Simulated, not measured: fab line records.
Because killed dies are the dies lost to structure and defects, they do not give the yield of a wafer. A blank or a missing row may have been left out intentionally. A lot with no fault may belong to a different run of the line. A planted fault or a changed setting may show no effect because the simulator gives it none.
Which of the tools did it?	flow nand_harc	route of 1302 steps, sampled at 1 step: 6 lots, 18 wafers

WHAT EACH GAUGE READ, for each wafer
NHARC_A_CHANNEL_HOLE_D1_OVL_MEAS_11.
lot	measured	on	overlay_x_nm (nm)
L190	day 9 11:27	overlay-01	0.3 0.4 0.2
L194	day 10 16:19	overlay-02	0.3 0.5 0.2
L196	day 11 20:11	overlay-01	1.2 1.4 1.2
L201	day 14 12:32	overlay-02	0.4 0.0 -0.7
L206	day 16 02:10	overlay-01	-0.3 -0.6 -0.7
L210	day 17 13:44	overlay-02	0.7 0.2 0.3

WHICH TOOL RAN EACH LOT (tool, then ch and the chambers of the sampled wafers, then the start)
No process step before these readings appears in the record.

THE ANSWER, worked out from the rows above alone
Rule: usual is defined by the lots themselves. Put in order of their means at a reading, lots are off if they are a third of the lots or fewer, leave a main group of 4 or more, and stand apart from it by a gap of 3 or more times the standard deviation of the main group's means; of several such gaps the widest counts. The tables above print the reading to a certain number of digits; a main group whose means all agree to those digits is not used. A lot without any number at a reading at which 4 lots or more have one is off too. All remaining lots with rows at the step are treated as sound.
Nothing can be told from this: no lot is off at any reading shown.

WHAT THE SIMULATOR HAD INSERTED
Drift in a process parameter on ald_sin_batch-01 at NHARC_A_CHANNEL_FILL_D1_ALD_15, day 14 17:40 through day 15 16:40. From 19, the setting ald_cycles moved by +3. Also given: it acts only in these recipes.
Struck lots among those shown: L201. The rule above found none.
